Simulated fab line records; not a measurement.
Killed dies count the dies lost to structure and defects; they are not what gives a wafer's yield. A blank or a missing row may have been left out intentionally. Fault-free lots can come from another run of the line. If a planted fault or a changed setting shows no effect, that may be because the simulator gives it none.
A lot that was struck, set against a sound lot ; flow nand_harc ; 15 out of 1302 route steps
Sound: wafers L655.1, L655.4, L655.5. The struck wafers were L663.3, L663.5, L663.6. The cause is named last.
Each step with rows lists, per side, the tool, then ch with its chambers, then its first start. Under that, the readings that differ: sound wafers ; struck wafers ; difference of the means ; sigmas: that difference in standard deviations of wafers without a fault.
alike: words and numbers the same on both sides, and readings whose means are apart by under 2 such deviations; not compared: readings that were withheld, readings missing a value for some wafer, numbers with overlapping values and no deviation given by the record, and bounds like >300 which may hide the same value.
A row with sigmas, a row that says differs or no value, or rows on one side alone: a step with any of these is where the two part. Numbers that have no deviation but don't overlap get no sigmas and don't part them. A reading that every wafer of one side lacks parts them only if that side has two wafers or more.

first, 1 step without rows for these wafers: NHARC_A_ONON_D1_DEP_06 (target thk 1000 nm).
NHARC_A_ONON_D1_THK_MEAS_08: measures by ellipsometry.
  sound: film_metro-02 at day 11 23:49; struck: film_metro-02 at day 15 03:09
  alike: thk_nm
then NHARC_A_ONON_D1_DEP_09 (target thk 1000 nm), 1 step lacking rows for these wafers.
NHARC_A_ONON_D1_THK_MEAS_11: measures by ellipsometry.
  sound: film_metro-01 at day 12 00:24; struck: film_metro-02 at day 15 03:45
reading;sound;struck;difference;sigmas
thk_nm (nm);1005 1005 1004;983 983 984;-21;-2
then NHARC_A_ONON_D1_DEP_12 (target thk 1000 nm), 1 step lacking rows for these wafers.
NHARC_A_ONON_D1_THK_MEAS_14: measures by ellipsometry.
  sound: film_metro-01 at day 12 00:58; struck: film_metro-01 at day 15 04:19
reading;sound;struck;difference;sigmas
thk_nm (nm);978 980 981;1003 1004 1000;+23;+3
then, 2 steps without rows for these wafers: NHARC_A_ONON_D1_ANNEAL_15 (time 3600 s); NHARC_A_ONON_D1_DEP_16 (target thk 1000 nm).
NHARC_A_ONON_D1_THK_MEAS_18: measures by ellipsometry.
  sound: film_metro-02 at day 12 09:58; struck: film_metro-01 at day 15 12:10
  alike: thk_nm
then NHARC_A_ONON_D1_DEP_19 (target thk 1000 nm), 1 step lacking rows for these wafers.
NHARC_A_ONON_D1_THK_MEAS_21: measures by ellipsometry.
  sound: film_metro-01 at day 12 10:32; struck: film_metro-01 at day 15 12:44
  alike: thk_nm
NHARC_A_ONON_D1_DEP_22: target thk 1000 nm.
  sound on pecvd_onon-03 ch 0, day 12 10:35; struck on pecvd_onon-03 ch 0, day 15 12:55
NHARC_A_ONON_D1_THK_MEAS_24: measures by ellipsometry.
  sound: film_metro-01 at day 12 11:06; struck: film_metro-01 at day 15 13:18
reading;sound;struck;difference;sigmas
thk_nm (nm);1002 1001 1001;1464 1464 1464;+463;+51
then NHARC_A_ONON_D1_DEP_25 (target thk 1000 nm), 1 step lacking rows for these wafers.
-- jump in the record: it breaks off in module A_ONON_D1 and resumes in module END (first step shown: number 1302 of the route), and 16 days separate the struck wafers' starts before and after --
NHARC_END_SORT_01:
  at this point the record logs the struck wafers (prober-02 ch 0, day 31 22:44) and has no rows for the sound ones

== WHERE THEY PART ==
Earliest at NHARC_A_ONON_D1_THK_MEAS_11; latest, in this record, at NHARC_END_SORT_01.

WHY: what had been put in by the simulator
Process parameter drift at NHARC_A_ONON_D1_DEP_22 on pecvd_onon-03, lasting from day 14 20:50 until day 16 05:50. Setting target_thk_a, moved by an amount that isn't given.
